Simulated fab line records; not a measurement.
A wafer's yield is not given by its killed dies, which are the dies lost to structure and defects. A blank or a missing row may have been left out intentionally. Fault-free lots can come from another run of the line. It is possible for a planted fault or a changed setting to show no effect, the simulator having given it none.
Struck lot and sound lot, side by side || flow n5Finfet || 16 out of 1938 route steps
Sound: wafers L223.1, L223.3, L223.4. The struck wafers were L227.1, L227.3, L227.5. The cause comes at the end.
For every step that has rows: the tool of each side, followed by ch and its chambers, followed by its first start. Under that, the readings that differ: sound wafers || struck wafers || difference of the means || sigmas: that difference in standard deviations of wafers without a fault.
alike: a reading whose means differ by less than 2 such deviations, as well as words and numbers matching on both sides. not compared: withheld readings; readings where some wafer has no value; bounds like >300 that might hide an equal value; numbers whose values overlap and for which the record gives no deviation.
The two part at a step that has a row with sigmas, a row that says differs or no value, or rows on one side only. Numbers that don't overlap but have no deviation are shown without sigmas and don't part them. A reading that every wafer of one side lacks parts them only if that side has two wafers or more.

N5_DUMMY_GATE_ETCH_23: etches poly-Si in HBr/Cl2/O2, target depth 41 nm, time 22.3 s.
  sound on rieSi-06 ch 0,1, day 3 08:05; struck on rieSi-03 ch 0,3, day 4 04:52
  alike: chamberPressureMTorr, drypumpMotorCurrentA, mfcCl2Sccm, oesProductAu, throttleValvePct
  not compared: rfHoursCounterH
N5_DUMMY_GATE_ETCH_44: etches poly-Si in HBr/O2, stops on SiO2, target depth 127.5 nm.
  sound on rieSi-06 ch 0,1, day 3 08:09; struck on rieSi-03 ch 0,3, day 4 04:56
  alike: chamberPressureMTorr, drypumpMotorCurrentA, oesProductAu, throttleValvePct
  not compared: rfHoursCounterH
N5_DUMMY_GATE_CD_MEAS_24: target cd 15 nm.
  struck on cdSem-03, day 4 05:02; sound on cdSem-02, day 3 08:16
  alike: cdNm
then, 1 step without rows for these wafers: N5_DUMMY_GATE_ETCH_42 (etches SiO2 in CHF3/O2, target depth 3.5 nm, time 31 s).
N5_DUMMY_GATE_STRIP_48: strips in N2/H2, time 20 s.
  sound on rieDiel-05 ch 0,1,2, day 3 08:25; struck on rieDiel-02 ch 0,2, day 4 05:08
  alike: chamberPressureMTorr, drypumpMotorCurrentA, oesProductAu, rfVppV, showerheadPlenumPTorr, throttleValvePct
  not compared: rfHoursCounterH
then, 5 steps without rows for these wafers: N5_DUMMY_GATE_PRECLEAN_33 (cleans in dHF, time 10 s); N5_DUMMY_GATE_PRECLEAN_25 (cleans in O3/DIW, time 45 s); N5_DUMMY_GATE_PRECLEAN_51 (cleans in SC2, time 45 s); N5_DUMMY_GATE_SRD_26 (time 30 s); N5_DUMMY_GATE_UV_OZONE_45 (time 120 s).
N5_DUMMY_GATE_INSPECT_27: inspects for defects (brightfield).
  struck on defectInspect-02, day 4 05:19; sound on defectInspect-01, day 3 08:41
  alike: rawDefectCount
N5_SPACER0_ALD_07: deposits SiNx, target thk 2 nm.
  sound on aldSin-02 ch 2,3, day 3 08:43; struck on aldSin-04 ch 1,2,3, day 4 06:23
  alike: chamberPressureTorr, heaterPowerOuterW, heaterPowerW
N5_SPACER0_ALD_00: deposits SiOCN, target thk 3.5 nm, pulse time 3 s, purge time 2 s.
  sound on aldSin-02 ch 2,3, day 3 08:52; struck on aldSin-04 ch 1,2,3, day 4 06:32
  no value came back on the struck wafers for any of 6 readings (aldCycles, chamberPressureTorr (Torr) and others); on the sound wafers aldCycles reads 58 58 58
N5_SPACER0_ALD_08: deposits SiNx, target thk 2 nm.
  sound on aldSin-02 ch 2,3, day 3 09:08; struck on aldSin-04 ch 1,2,3, day 4 06:48
  alike: chamberPressureTorr, heaterPowerOuterW, heaterPowerW
N5_BEOL_M4_RC_MEAS_101:
  the record has rows for the sound wafers here (prober-01 ch 0, day 8 23:37) and none for the struck ones
-- here the record skips 10 days between the struck wafers' starts before and after, leaving off in module BEOL_M4 and picking up in module PASSIVATION (first step shown: number 1936 of the route) --
N5_PASSIVATION_PROBE_49:
  rows exist in the record for the struck wafers here (prober-02, day 14 08:13), but not for the sound ones

== WHERE THEY PART ==
Last at N5_PASSIVATION_PROBE_49 as far as this record goes, first at N5_SPACER0_ALD_00.

WHY: what had been put in by the simulator
Entire step skipped (aldSin-04, N5_SPACER0_ALD_00), from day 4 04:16 onward. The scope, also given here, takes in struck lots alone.
